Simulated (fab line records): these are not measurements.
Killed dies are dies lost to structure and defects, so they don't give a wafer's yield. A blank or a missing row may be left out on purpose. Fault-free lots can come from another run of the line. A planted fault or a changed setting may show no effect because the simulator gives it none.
fab line records | flow n5_finfet | part 1 of 2: steps 1 to 19 of 27
[record] lots = 5 wafers = 15 last_day = 20
route steps=1938 shown BEOL_M4@1051
lots untouched by any fault: they come from a run of this same line in which no faults occurred
start_h: start of the lot's first displayed wafer, in hours after the record's first day | wait_h: hours elapsed since this lot's preceding step | " same as the row above | L1.1+2: one row covering several wafers at once | - no value present, or no start provided | * or withheld: withheld | < > ~ a bound
route shown NAME@n: a module of which the file shows steps, and the number in the route of the first | usual: mean and standard deviation over wafers with no fault | same: alike in all rows | chamber/n: place in a boat | sites: readings site by site | _std_site: standard deviation across them | _edge_site: inner sites' mean taken away from outer sites' mean | radius_mm: for every site, how far away it sits from the centre of the wafer | mask NAME#n: copy n | behind: the last tool/chamber to shape the wafer | hold: why the lot was held/for how many hours/how that ended | device: whichever transistor did not switch (one of n, p or np) | end of line: the route-end tests of the same wafers | a step without rows: its recipe alone | killed: not the wafer's yield, but the dies lost to structure and defects at the first sort | map: the dies of a wafer, with x for killed, . for not killed, _ for no die there
set.NAME: the setting as run; set.NAME@STEP: as run at that earlier step | model.NAME: the simulator's own value behind a step, which no gauge read
lots at some steps of the route; a table a step, a row a wafer
services: from which hour (start_h, from the record's first day; less than 0 if before it) a tool's chamber was out of use, for how many hours, and why
[[steps]]
[step N5_BEOL_M4_EBR_24]
[recipe] solvent = PGMEA ebr_width_mm = 1.5
// columns lot.wafer tool chamber start_h wait_h
L074.1+2+5 litho_track-03 0 - -
L091.3+5+6 litho_track-04 0 - -
L093.2+3+4 litho_track-05 0 - -
L092.2+3+5 litho_track-05 0 - -
L094.1+5+6 litho_track-03 0 - -
[step N5_BEOL_M4_SOFTBAKE_23]
[recipe] temp_c = 110 time_s = 60 resist = CAR-EUV
// columns lot.wafer tool chamber start_h wait_h
L074.1+2+5 litho_track-03 0 - -
L091.3+5+6 litho_track-04 0 - -
L093.2+3+4 litho_track-05 0 - -
L092.2+3+5 litho_track-05 0 - -
L094.1+5+6 litho_track-03 0 - -
[step N5_BEOL_M4_EXPOSE_25]
[recipe] mask_id = V3 na = 0.33 source_shape = quasar sigma_inner = 0.2 sigma_outer = 0.8 polarization = unpolarized defocus_nm = 5 dose_mj = 63
[same] na = 0.33
// columns lot.wafer tool chamber start_h wait_h mask
L074.1+2+5 euv_scanner-02 0 193.05 - V3#0
L091.3+5+6 euv_scanner-01 0 289.84 - V3#0
L093.2+3+4 euv_scanner-01 0 308.62 - V3#0
L092.2+3+5 euv_scanner-01 0 312.81 - V3#0
L094.1+5+6 euv_scanner-02 0 328.34 - V3#0
[step N5_BEOL_M4_PEB_26]
[recipe] peb_temp_c = 100 peb_time_s = 60 resist = CAR-EUV
[same] peb_time_s = 60
// columns lot.wafer tool chamber start_h wait_h
L074.1+2+5 litho_track-05 0 193.13 0.1
L091.3+5+6 litho_track-03 0 289.90 0.1
L093.2+3+4 litho_track-05 0 308.69 0.1
L092.2+3+5 litho_track-05 0 312.88 0.1
L094.1+5+6 litho_track-03 0 328.42 0.1
[step N5_BEOL_M4_DEVELOP_27]
[recipe] develop_time_s = 30 developer = TMAH resist = CAR-EUV rinse_liquid = surfactant_rinse dry = air_spin dev_temp_c = 23
// columns lot.wafer tool chamber start_h wait_h
L074.1+2+5 litho_track-05 0 - -
L091.3+5+6 litho_track-03 0 - -
L093.2+3+4 litho_track-05 0 - -
L092.2+3+5 litho_track-05 0 - -
L094.1+5+6 litho_track-03 0 - -
[step N5_BEOL_M4_CD_MEAS_28]
[recipe] target_cd_nm = 26.2 landing_energy_ev = 500 detector = se_inlens target_cd_y_nm = 24.1 polarity = opening
[usual] cd_nm = 26.15/0.25
// columns lot.wafer tool chamber start_h wait_h cd_nm
L074.1 cd_sem-01 0 193.20 - 26.16
L074.2 " 0 " " 26.60
L074.5 " 0 " " 26.08
L091.3 cd_sem-03 0 289.97 - 26.27
L091.5 " 0 " " 26.06
L091.6 " 0 " " 26.45
L093.2 cd_sem-01 0 308.75 - 26.00
L093.3 " 0 " " 25.89
L093.4 " 0 " " 25.89
L092.2 cd_sem-01 0 312.95 - 26.30
L092.3 " 0 " " 26.64
L092.5 " 0 " " 26.28
L094.1 cd_sem-01 0 328.49 - 26.53
L094.5 " 0 " " 25.88
L094.6 " 0 " " 26.38
[step N5_BEOL_M4_OVL_MEAS_29]
[recipe] points_per_wafer = 522
[usual] V3_OVL = -0.2/0.58
// columns lot.wafer tool chamber start_h wait_h V3_OVL[nm]
L074.1 overlay-01 0 193.23 0.0 -0.4
L074.2 " 0 " " 0.5
L074.5 " 0 " " -0.4
L091.3 overlay-01 0 290.01 0.0 0.0
L091.5 " 0 " " -0.4
L091.6 " 0 " " 0.2
L093.2 overlay-01 0 308.79 0.0 0.4
L093.3 " 0 " " 0.2
L093.4 " 0 " " -0.4
L092.2 overlay-01 0 312.98 0.0 1.2
L092.3 " 0 " " 0.4
L092.5 " 0 " " -0.2
L094.1 overlay-01 0 328.52 0.0 0.2
L094.5 " 0 " " 0.2
L094.6 " 0 " " -0.1
[step N5_BEOL_M4_INSPECT_30]
[recipe] mode = adi inspect_instrument = brightfield
[usual] raw_defect_count = 407/110
// columns lot.wafer tool chamber start_h wait_h raw_defect_count
L074.1 defect_inspect-01 - 193.29 0.1 570
L074.2 " - " " 545
L074.5 " - " " 487
L091.3 defect_inspect-01 - 290.05 0.0 428
L091.5 " - " " 319
L091.6 " - " " 484
L093.2 defect_inspect-01 - 308.84 0.0 339
L093.3 " - " " 350
L093.4 " - " " 374
L092.2 defect_inspect-01 - 313.04 0.0 334
L092.3 " - " " 359
L092.5 " - " " 390
L094.1 defect_inspect-01 - 328.58 0.1 389
L094.5 " - " " 395
L094.6 " - " " 414
[step N5_BEOL_M4_DESCUM_33]
[recipe] chemistry = O2 time_s = 7 source_power_w = 50 bias_power_w = 20 pressure_mtorr = 20 rf_frequency_hz = 2.712e+07 temp_c = 40 resist = CAR-EUV o2_flow_sccm = 225
[usual] drypump_motor_current_A = 5.7/0.57 o2_flow_sccm = 225.0/0.69 oes_product_au = 0.79/0.085 rf_vpp_V = 243.1/1.1 showerhead_plenum_p_Torr = 2.09/0.057 temp_c = 40.01/0.12 throttle_valve_pct = 20.18/0.2
// columns lot.wafer tool chamber start_h wait_h drypump_motor_current_A o2_flow_sccm oes_product_au rf_hours_counter_h rf_vpp_V showerhead_plenum_p_Torr temp_c throttle_valve_pct
L074.1 rie_diel-01 1 193.32 0.0 5.1 224.4 0.74 162 243.3 2.19 40.12 20.40
L074.2 " 2 " " 5.2 225.1 0.68 233 242.6 2.00 40.01 20.35
L074.5 " 1 " " 5.0 224.6 0.74 - 245.1 2.19 40.06 20.41
L091.3 rie_diel-01 0 290.09 0.0 5.5 224.4 0.68 231 243.0 2.08 40.09 20.58
L091.5 " 0 " " 5.5 224.0 0.68 - 242.6 2.08 39.92 20.59
L091.6 " 1 " " 5.0 225.4 0.70 - 243.4 2.17 39.78 20.46
L093.2 rie_diel-05 0 309.93 1.1 5.2 225.3 0.77 142 243.0 2.09 40.11 20.27
L093.3 " 2 " " 5.4 224.6 0.73 180 243.0 2.07 39.85 20.03
L093.4 " 1 " " 6.4 224.2 0.82 75 243.4 2.02 39.91 20.00
L092.2 rie_diel-01 3 313.11 0.1 5.6 225.0 0.80 110 243.6 2.02 39.93 20.11
L092.3 " 1 " " 5.1 225.1 0.70 213 245.2 2.17 40.04 20.49
L092.5 " 1 " " 5.1 224.4 0.70 - 244.5 2.17 39.98 20.50
L094.1 rie_diel-01 0 328.61 0.0 5.5 225.8 0.68 243 241.9 2.07 39.92 20.61
L094.5 " 2 " " 5.2 225.2 0.87 - 245.0 2.24 39.86 20.11
L094.6 " 3 " " 5.6 224.0 0.78 - 241.3 2.02 39.91 20.10
[step N5_BEOL_M4_ETCH_77]
[recipe] chemistry = N2/H2 target = underlayer target_depth_a = 65 mask_material = CAR-EUV time_s = 5.2 ion_energy_ev = 200 pressure_mtorr = 30 source_w = 840 bias_w = 150 n2_flow_sccm = 200 h2_flow_sccm = 200 ends = cleared
[usual] drypump_motor_current_A = 5.7/0.57 etch_rf_on_time_s = 5.27/0.16 oes_product_au = 0.67/0.075 rf_vpp_V = 523.7/2.1 showerhead_plenum_p_Torr = 2.54/0.068 throttle_valve_pct = 17.64/0.25
// columns lot.wafer tool chamber start_h wait_h drypump_motor_current_A etch_rf_on_time_s oes_product_au rf_hours_counter_h rf_vpp_V showerhead_plenum_p_Torr throttle_valve_pct
L074.1 rie_diel-01 1 193.36 0.0 5.1 5.21 0.62 162 527.5 2.69 18.07
L074.2 " 2 " " 5.3 5.07 0.59 233 520.6 2.40 17.56
L074.5 " 1 " " 5.0 5.25 0.62 - 528.0 2.69 18.05
L091.3 rie_diel-01 0 290.12 0.0 5.5 5.40 0.57 231 522.5 2.51 17.94
L091.5 " 0 " " 5.5 5.43 0.58 - 524.2 2.51 17.96
L091.6 " 1 " " 5.1 5.26 0.61 - 527.4 2.67 18.17
L093.2 rie_diel-05 0 309.97 0.0 5.3 5.30 0.64 142 523.3 2.54 17.69
L093.3 " 2 " " 5.4 5.08 0.64 180 522.7 2.52 17.53
L093.4 " 1 " " 6.4 5.39 0.69 75 520.9 2.47 17.53
L092.2 rie_diel-01 3 313.15 0.0 5.6 5.22 0.68 110 523.6 2.47 17.59
L092.3 " 1 " " 5.1 5.21 0.60 213 527.1 2.67 18.18
L092.5 " 1 " " 5.0 5.18 0.60 - 527.5 2.67 18.14
L094.1 rie_diel-01 0 328.65 0.0 5.5 5.36 0.56 243 522.4 2.51 17.98
L094.5 " 2 " " 5.3 5.12 0.76 - 527.6 2.70 17.28
L094.6 " 3 " " 5.7 5.22 0.66 - 520.0 2.47 17.63
[step N5_BEOL_M4_ETCH_69]
[recipe] chemistry = CF4 target = SiARC target_depth_a = 156 mask_material = CAR-EUV time_s = 26 ion_energy_ev = 80 pressure_mtorr = 40 source_w = 545 bias_w = 36 Ar_flow_sccm = 100 cf4_flow_sccm = 100 ends = cleared
[usual] cf4_flow_sccm = 100.00/0.29 drypump_motor_current_A = 5.7/0.57 etch_rf_on_time_s = 26.3/0.75 oes_product_au = 0.67/0.075 rf_vpp_V = 184.1/1 showerhead_plenum_p_Torr = 2.14/0.046 throttle_valve_pct = 15.44/0.18
// columns lot.wafer tool chamber start_h wait_h cf4_flow_sccm drypump_motor_current_A etch_rf_on_time_s oes_product_au rf_hours_counter_h rf_vpp_V showerhead_plenum_p_Torr throttle_valve_pct
L074.1 rie_diel-01 1 193.37 0.0 100.17 5.1 26.7 0.63 162 184.4 2.21 15.49
L074.2 " 2 " " 100.36 5.2 25.9 0.59 233 181.3 2.04 15.54
L074.5 " 1 " " 100.30 5.1 26.6 0.63 - 186.1 2.21 15.50
L091.3 rie_diel-01 0 290.14 0.0 100.27 5.5 26.9 0.58 231 184.1 2.12 15.77
L091.5 " 0 " " 99.88 5.5 26.9 0.58 - 183.4 2.12 15.77
L091.6 " 1 " " 99.42 5.0 26.5 0.60 - 186.2 2.20 15.58
L093.2 rie_diel-05 0 309.98 0.0 99.58 5.2 26.5 0.64 142 184.9 2.16 15.63
L093.3 " 2 " " 99.70 5.4 25.7 0.63 180 184.6 2.15 15.43
L093.4 " 1 " " 99.77 6.4 26.9 0.69 75 182.4 2.10 15.33
L092.2 rie_diel-01 3 313.17 0.0 99.86 5.6 26.1 0.68 110 183.1 2.08 15.35
L092.3 " 1 " " 99.99 5.1 26.9 0.59 213 186.5 2.20 15.61
L092.5 " 1 " " 99.82 5.0 26.4 0.60 - 183.8 2.20 15.61
L094.1 rie_diel-01 0 328.66 0.0 100.15 5.5 26.6 0.57 243 184.2 2.12 15.80
L094.5 " 2 " " 99.76 5.2 25.4 0.77 - 186.4 2.28 15.16
L094.6 " 3 " " 100.42 5.7 25.9 0.68 - 183.3 2.07 15.35
[step N5_BEOL_M4_ALD_98]
[recipe] material = SiO2 target_thk_a = 25 temp_c = 100 ald_precursor_family = BDEAS ald_co_reactant = O2-plasma pulse_time_s = 1 co_reactant_pulse_time_s = 1 purge_time_s = 2 co_reactant_purge_time_s = 2 ald_cycles = 17 pressure_torr = 2
[usual] heater_power_w = 77/8 precursor_pulse_height_rel = 0.997/0.017
// columns lot.wafer tool chamber start_h wait_h heater_power_w precursor_pulse_height_rel
L074.1 ald_sin-02 1 193.82 0.4 86 0.994
L074.2 " 3 " " 71 0.982
L074.5 " 2 " " 87 1.000
L091.3 ald_sin-04 2 290.24 0.1 77 0.978
L091.5 " 0 " " 77 1.014
L091.6 " 1 " " 64 0.949
L093.2 ald_sin-01 0 310.29 0.3 79 0.959
L093.3 " 3 " " 72 0.991
L093.4 " 1 " " 91 1.029
L092.2 ald_sin-04 3 313.25 0.1 69 0.987
L092.3 " 2 " " 77 1.021
L092.5 " 2 " " 78 1.004
L094.1 ald_sin-02 3 328.87 0.2 72 0.987
L094.5 " 0 " " 79 0.986
L094.6 " 1 " " 87 1.018
[step N5_BEOL_M4_ETCHBACK_99]
[recipe] chemistry = CHF3 target = SiO2 target_depth_a = 50 time_s = 10.4 source_w = 215 bias_w = 47 Ar_flow_sccm = 200 CHF3_flow_sccm = 12 ion_energy_ev = 100 pressure_mtorr = 30
[usual] drypump_motor_current_A = 5.6/0.49 oes_product_au = 0.80/0.09 rf_vpp_V = 242/7.1 showerhead_plenum_p_Torr = 2.16/0.065 throttle_valve_pct = 16.90/0.19
// columns lot.wafer tool chamber start_h wait_h drypump_motor_current_A oes_product_au rf_hours_counter_h rf_vpp_V showerhead_plenum_p_Torr throttle_valve_pct
L074.1 rie_diel-05 1 226.42 32.6 6.4 0.84 47 233 2.12 16.77
L074.2 " 3 " " 5.3 0.91 29 249 2.11 16.80
L074.5 " 0 " " 5.2 0.78 - 243 2.17 16.97
L091.3 rie_diel-01 1 322.24 32.0 5.0 0.69 216 244 2.23 17.15
L091.5 " 3 " " 5.6 0.78 - 230 2.07 16.76
L091.6 " 0 " " 5.5 0.68 - 247 2.13 17.27
L093.2 rie_diel-04 0 342.91 32.6 5.7 0.90 27 242 2.13 16.77
L093.3 " 2 " " 4.9 0.69 204 248 2.14 16.85
L093.4 " 1 " " 6.4 0.81 93 251 2.18 17.23
L092.2 rie_diel-04 3 346.66 33.4 6.5 0.94 8 228 2.18 16.56
L092.3 " 2 " " 4.9 0.70 205 251 2.14 16.85
L092.5 " 0 " " 5.7 0.89 - 243 2.13 16.80
L094.1 rie_diel-01 3 346.66 17.7 5.6 0.76 120 231 2.07 16.76
L094.5 " 3 " " 5.6 0.78 - 231 2.07 16.76
L094.6 " 2 " " 5.2 0.88 - 244 2.31 16.72
[step N5_BEOL_M4_ETCH_70]
[recipe] chemistry = N2/H2 target = SOC target_depth_a = 800 overetch_a = 240 mask_material = SiARC temp_c = 40 time_s = 130 ion_energy_ev = 200 pressure_mtorr = 30 source_w = 840 bias_w = 150 n2_flow_sccm = 200 h2_flow_sccm = 200
[usual] drypump_motor_current_A = 5.6/0.49 oes_product_au = 0.59/0.063 rf_vpp_V = 523.8/2.1 showerhead_plenum_p_Torr = 2.55/0.079 temp_c = 39.99/0.11 throttle_valve_pct = 17.60/0.29
// columns lot.wafer tool chamber start_h wait_h drypump_motor_current_A oes_product_au rf_hours_counter_h rf_vpp_V showerhead_plenum_p_Torr temp_c throttle_valve_pct
L074.1 rie_diel-05 1 226.46 0.0 6.4 0.63 47 522.0 2.49 40.13 17.43
L074.2 " 3 " " 5.2 0.68 29 522.6 2.48 39.82 17.57
L074.5 " 0 " " 5.3 0.57 - 524.0 2.55 40.19 17.57
L091.3 rie_diel-01 1 322.28 0.0 5.1 0.52 216 523.8 2.67 40.02 18.13
L091.5 " 3 " " 5.6 0.58 - 522.1 2.47 40.02 17.54
L091.6 " 0 " " 5.5 0.51 - 523.0 2.51 39.98 17.93
L093.2 rie_diel-04 0 342.95 0.0 5.8 0.66 27 521.2 2.46 39.96 17.18
L093.3 " 2 " " 4.9 0.52 204 522.4 2.53 40.01 17.55
L093.4 " 1 " " 6.4 0.59 93 524.8 2.58 39.80 18.00
L092.2 rie_diel-04 3 346.69 0.0 6.6 0.68 8 523.8 2.59 39.92 17.32
L092.3 " 2 " " 4.9 0.52 205 524.4 2.53 40.03 17.56
L092.5 " 0 " " 5.8 0.66 - 522.8 2.46 39.79 17.19
L094.1 rie_diel-01 3 346.69 0.0 5.6 0.58 120 523.0 2.47 39.71 17.57
L094.5 " 3 " " 5.7 0.58 - 521.0 2.47 39.78 17.57
L094.6 " 2 " " 5.3 0.65 - 529.6 2.69 40.01 17.23
[step N5_BEOL_M4_STRIP_71]
[recipe] chemistry = N2/H2 temp_c = 40 n2_flow_sccm = 200 h2_flow_sccm = 200 rf_frequency_hz = 6e+07
// columns lot.wafer tool chamber start_h wait_h
L074.1+2+5 rie_diel-05 1,3,0 226.55 0.0
L091.3+5+6 rie_diel-01 1,3,0 322.36 0.0
L093.2+3+4 rie_diel-04 0,2,1 343.03 0.0
L092.2+3+5 rie_diel-04 3,2,0 346.78 0.0
L094.1+5+6 rie_diel-01 3,3,2 346.78 0.0
[step N5_BEOL_M4_STRIP_78]
[recipe] chemistry = N2/H2 temp_c = 40 n2_flow_sccm = 200 h2_flow_sccm = 200 rf_frequency_hz = 6e+07
// columns lot.wafer tool chamber start_h wait_h
L074.1+2+5 rie_diel-05 1,3,0 226.56 0.0
L091.3+5+6 rie_diel-01 1,3,0 322.37 0.0
L093.2+3+4 rie_diel-04 0,2,1 343.04 0.0
L092.2+3+5 rie_diel-04 3,2,0 346.79 0.0
L094.1+5+6 rie_diel-01 3,3,2 346.79 0.0
[step N5_BEOL_M4_VIA_ETCH_34]
[recipe] chemistry = C4F6/O2 target_depth_a = 694 mask_material = SOC pressure_mtorr = 15 ion_energy_ev = 250 taper_deg = 4 time_s = 65.9 source_w = 350 bias_w = 170 Ar_flow_sccm = 300 C4F6_flow_sccm = 10 O2_flow_sccm = 10
[usual] drypump_motor_current_A = 5.6/0.49 oes_product_au = 0.80/0.091 rf_vpp_V = 670/19 showerhead_plenum_p_Torr = 2.85/0.083 throttle_valve_pct = 30.57/0.23
// columns lot.wafer tool chamber start_h wait_h drypump_motor_current_A oes_product_au rf_hours_counter_h rf_vpp_V showerhead_plenum_p_Torr throttle_valve_pct
L074.1 rie_diel-05 1 226.57 0.0 6.4 0.84 47 642 2.79 30.54
L074.2 " 3 " " 5.2 0.92 29 687 2.78 30.45
L074.5 " 0 " " 5.3 0.78 - 667 2.86 30.60
L091.3 rie_diel-01 1 322.38 0.0 5.1 0.69 216 674 2.94 30.74
L091.5 " 3 " " 5.7 0.78 - 640 2.74 30.17
L091.6 " 0 " " 5.5 0.68 - 682 2.82 30.93
L093.2 rie_diel-04 0 343.05 0.0 5.8 0.91 27 671 2.82 30.51
L093.3 " 2 " " 4.9 0.70 204 690 2.83 30.50
L093.4 " 1 " " 6.3 0.81 93 693 2.88 30.97
L092.2 rie_diel-04 3 346.80 0.0 6.6 0.95 8 631 2.88 30.34
L092.3 " 2 " " 4.9 0.69 205 687 2.83 30.51
L092.5 " 0 " " 5.7 0.91 - 672 2.82 30.51
L094.1 rie_diel-01 3 346.80 0.0 5.7 0.78 120 640 2.73 30.19
L094.5 " 3 " " 5.6 0.77 - 640 2.73 30.18
L094.6 " 2 " " 5.2 0.88 - 676 3.04 30.65
[step N5_BEOL_M4_STRIP_83]
[recipe] chemistry = C4F6/O2 resist = SiARC rf_frequency_hz = 6e+07
// columns lot.wafer tool chamber start_h wait_h
L074.1+2+5 rie_diel-05 1,3,0 226.62 0.0
L091.3+5+6 rie_diel-01 1,3,0 322.43 0.0
L093.2+3+4 rie_diel-04 0,2,1 343.10 0.0
L092.2+3+5 rie_diel-04 3,2,0 346.85 0.0
L094.1+5+6 rie_diel-01 3,3,2 346.85 0.0
[step N5_BEOL_M4_STRIP_36]
[recipe] chemistry = N2/H2 power_w = 450 temp_c = 40 pressure_mtorr = 20 rf_frequency_hz = 6e+07 overash_fraction = 0.3 bias_power_w = 7 h2_frac = 0.5 n2_flow_sccm = 200 h2_flow_sccm = 200
[usual] drypump_motor_current_A = 5.6/0.49 oes_product_au = 0.80/0.087 rf_vpp_V = 59.1/1.3 showerhead_plenum_p_Torr = 2.54/0.079 temp_c = 39.99/0.12 throttle_valve_pct = 23.4/0.36
// columns lot.wafer tool chamber start_h wait_h drypump_motor_current_A oes_product_au rf_hours_counter_h rf_vpp_V showerhead_plenum_p_Torr temp_c throttle_valve_pct
L074.1 rie_diel-05 1 226.63 0.0 6.4 0.86 47 58.2 2.48 40.08 23.2
L074.2 " 3 " " 5.2 0.92 29 58.6 2.48 40.07 23.5
L074.5 " 0 " " 5.3 0.79 - 59.6 2.55 40.02 23.3
L091.3 rie_diel-01 1 322.44 0.0 5.1 0.68 216 60.5 2.66 40.02 24.1
L091.5 " 3 " " 5.7 0.79 - 59.1 2.47 40.11 23.3
L091.6 " 0 " " 5.5 0.68 - 58.1 2.51 39.91 23.6
L093.2 rie_diel-04 0 343.11 0.0 5.7 0.90 27 60.3 2.46 39.94 22.8
L093.3 " 2 " " 4.9 0.70 204 58.7 2.52 40.07 23.3
L093.4 " 1 " " 6.4 0.80 93 56.8 2.58 40.01 23.9
L092.2 rie_diel-04 3 346.86 0.0 6.6 0.94 8 57.1 2.58 40.26 23.2
L092.3 " 2 " " 4.9 0.70 205 60.6 2.52 39.78 23.3
L092.5 " 0 " " 5.8 0.89 - 59.0 2.46 39.97 22.8
L094.1 rie_diel-01 3 346.86 0.0 5.6 0.77 120 57.5 2.46 39.88 23.3
L094.5 " 3 " " 5.7 0.78 - 57.9 2.47 40.09 23.3
L094.6 " 2 " " 5.2 0.86 - 59.0 2.69 39.77 23.0
